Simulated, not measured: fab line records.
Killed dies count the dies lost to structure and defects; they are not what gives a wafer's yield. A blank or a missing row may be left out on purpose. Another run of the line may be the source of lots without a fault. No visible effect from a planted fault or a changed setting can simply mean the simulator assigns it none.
Comparing a struck lot with a sound one | flow n5-finfet | 37 steps out of a route of 1938
Sound: these wafers, L730.1, L730.2, L730.5. Struck: wafer L739.2. (L739.1, L739.5 of the same lot were not struck and are left out.) The cause comes at the end.
Order at every step that has rows: each side's tool, ch and its chambers, its first start. Under that, the readings that differ: sound wafers | struck wafers | difference of the means | sigmas: that difference in standard deviations of wafers without a fault.
alike: readings whose means differ by less than 2 such deviations, and words and numbers that are the same on both sides. not compared: withheld readings, readings that some wafer has no value for, bounds like >300 that may hide the same value, and numbers for which the record gives no deviation and whose values overlap.
The two part at a step that has a row with sigmas, a row that says differs or no value, or rows on one side only. Numbers that don't overlap but have no deviation are shown without sigmas and don't part them. Lack of a reading on every wafer of one side parts them only where that side has two or more wafers.

first, 9 steps without rows for these wafers: N5_PASSIVATION_DESCUM_12 (chemistry O2, time 7.9 s); N5_PASSIVATION_PASS_ETCH_74 (etches SiNx in CF4/O2, target depth 220 nm, time 110 s); N5_PASSIVATION_VIA_ETCH_13 (etches SiO2 in CHF3/O2, target depth 660 nm, time 330 s); N5_PASSIVATION_STRIP_14 (strips in O2); N5_PASSIVATION_ETCH_15 (etches SiCN in CF4/N2, target depth 75 nm, time 81.2 s); N5_PASSIVATION_STRIP_73 (strips in post etch residue remover, time 60 s); N5_PASSIVATION_SRD_17 (time 30 s, dry time 30 s); N5_PASSIVATION_DEGAS_18 (time 60 s); N5_PASSIVATION_PRE_CLEAN_19.
N5_PASSIVATION_SPUTTER_20: material TaN, target thk 50 nm.
  sound on pvd-sputter-01 at day 13 09:22; struck on pvd-sputter-01 at day 15 14:45
  alike: throttle-valve-pct
then, 26 steps without rows for these wafers: N5_PASSIVATION_AL_DEP_21 (deposits Al, target thk 2800 nm, time 170 s); N5_PASSIVATION_HMDS_23 (time 60 s); N5_PASSIVATION_COAT_24; N5_PASSIVATION_EBR_26; N5_PASSIVATION_SOFTBAKE_25 (time 90 s); N5_PASSIVATION_EXPOSE_27 (exposes mask PAD, defocus 0 nm); N5_PASSIVATION_PEB_28; N5_PASSIVATION_DEVELOP_29 (develop time 60 s); N5_PASSIVATION_HARDBAKE_31 (time 120 s); N5_PASSIVATION_DESCUM_32 (chemistry O2, time 7.9 s); N5_PASSIVATION_AL_ETCH_33 (etches Al in Cl2/BCl3, stops on TaN, target depth 2800 nm, time 466.7 s); N5_PASSIVATION_ETCH_59 (etches TaN in Cl2/BCl3, target depth 65 nm, time 34.9 s); N5_PASSIVATION_STRIP_34 (strips in O2); N5_PASSIVATION_STRIP_51 (strips in post etch residue remover, time 1200 s); N5_PASSIVATION_CLEAN_69 (cleans in IPA, time 180 s); N5_PASSIVATION_SRD_70 (time 30 s); N5_PASSIVATION_PECVD_53 (deposits SiO2 from TEOS/O2, target thk 800 nm, time 169.4 s); N5_PASSIVATION_PECVD_35 (deposits SiNx from SiH4/NH3/N2, target thk 700 nm, time 151.3 s); N5_PASSIVATION_HMDS_37 (time 60 s); N5_PASSIVATION_COAT_38; N5_PASSIVATION_EBR_40; N5_PASSIVATION_SOFTBAKE_39 (time 120 s); N5_PASSIVATION_EXPOSE_41 (exposes mask PASS OPEN, defocus 0 nm, target cd 40000 nm); N5_PASSIVATION_PEB_42; N5_PASSIVATION_DEVELOP_43 (develop time 60 s); N5_PASSIVATION_HARDBAKE_45 (time 120 s).
N5_PASSIVATION_PROBE_49:
  sound on prober-01 at day 13 15:11; struck on prober-01 at day 15 20:39
  reading                  | sound          | struck | difference | sigmas
  defect-limited-yield (%) | 93.0 91.1 92.1 | 78.8   | -13.3      | -9
  killed-at-other          | 1 5 0          | 139    | +137       | +49
  killed-dies              | 83 105 93      | 250    | +156       | +9
  sort_bin_5_function (%)  | 4.7 5.5 5.7    | 14.7   | +9.4       | +9
  sort_bin_6_memory (%)    | 2.0 3.2 2.0    | 4.0    | +1.6       | +2
  sort-n-pass              | 1097 1075 1087 | 930    | -156       | -9
  sort-yield-pct (%)       | 93.0 91.1 92.1 | 78.8   | -13.3      | -9
  alike: killed_at_M0_to_M3, killed_at_M4_up, killed-at-contacts, killed-at-front-end, killed-open, killed-short, sort_bin_8_speed

## WHERE THEY PART
At N5_PASSIVATION_PROBE_49 and nowhere else, as far as this record goes.

WHY: what the simulator had put in
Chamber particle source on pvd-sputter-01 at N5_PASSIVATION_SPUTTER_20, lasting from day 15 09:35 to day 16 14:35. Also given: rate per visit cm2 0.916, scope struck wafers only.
